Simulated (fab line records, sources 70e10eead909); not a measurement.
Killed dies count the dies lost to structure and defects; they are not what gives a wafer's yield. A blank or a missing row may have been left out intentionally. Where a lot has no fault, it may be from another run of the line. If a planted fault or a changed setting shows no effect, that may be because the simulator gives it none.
Which of the tools did it? ; flow nand-harc ; 6 lots with 18 wafers sampled at 4 steps, on a route of 1302 steps

== WHAT THE GAUGES READ, wafer by wafer ==
NHARC_P_M0_CD_MEAS_09: the cd target is 90 nm.
lot;measured;on;cd-nm (nm)
L867;day 7 00:08;cd-sem-02;90.0 90.6 90.3
L869;day 7 17:58;cd-sem-03;90.4 90.7 90.9
L873;day 9 14:35;cd-sem-02;90.2 89.4 89.7
L881;day 12 20:11;cd-sem-02;90.4 89.9 89.6
L884;day 14 00:10;cd-sem-01;91.0 90.7 90.2
L887;day 15 08:17;cd-sem-01;90.5 90.5 89.9

== WHICH TOOL RAN EACH LOT (tool, then ch and the chambers of the sampled wafers, then the start) ==
lot;NHARC_P_CONTACT_ETCH_36;NHARC_P_CONTACT_DEGAS_38;NHARC_P_M0_DEP_00
L867;rie-diel-11 ch 0,1,3, day 6 21:10 or earlier;pvd-sputter-03, day 6 21:10;pecvd-04 ch 0,2, day 6 23:14
L869;rie-diel-07 ch 1,2,3, day 7 15:35 or earlier;pvd-sputter-03, day 7 15:35;pecvd-04 ch 0,2, day 7 17:11
L873;rie-diel-08 ch 2,3, day 9 12:10 or earlier;pvd-sputter-02, day 9 12:10;pecvd-01 ch 0,1,2, day 9 13:53
L881;rie-diel-11 ch 0,1,3, day 12 17:49 or earlier;pvd-sputter-03, day 12 17:49;pecvd-03 ch 0,1,2, day 12 19:22
L884;rie-diel-07 ch 0,1,2, day 13 21:52 or earlier;pvd-sputter-01, day 13 21:52;pecvd-03 ch 0,2, day 13 23:28
L887;rie-diel-11 ch 0,2,3, day 15 05:54 or earlier;pvd-sputter-02, day 15 05:54;pecvd-01 ch 0,1,2, day 15 07:28
- NHARC_P_CONTACT_ETCH_36: etches the open film in N2/H2, target depth 260 nm, time 406.25 s.
- NHARC_P_CONTACT_DEGAS_38: time 60 s.
- NHARC_P_M0_DEP_00: deposits SiOC, target thk 150 nm.

== THE ANSWER, worked out from the rows above alone ==
Rule: the lots themselves supply what counts as usual. Put in order of their means at a reading, lots are off if they are a third of the lots or fewer, leave a main group of 4 or more, and stand apart from it by a gap of 3 or more times the standard deviation of the main group's means; of several such gaps the widest counts. The tables above print the reading to a certain number of digits; a main group whose means all agree to those digits is not used. A lot without any number at a reading at which 4 lots or more have one is off too. Any other lot the step has rows for is counted as sound.
None of the lots is off at any reading shown; this tells nothing.

== WHAT THE SIMULATOR HAD INSERTED ==
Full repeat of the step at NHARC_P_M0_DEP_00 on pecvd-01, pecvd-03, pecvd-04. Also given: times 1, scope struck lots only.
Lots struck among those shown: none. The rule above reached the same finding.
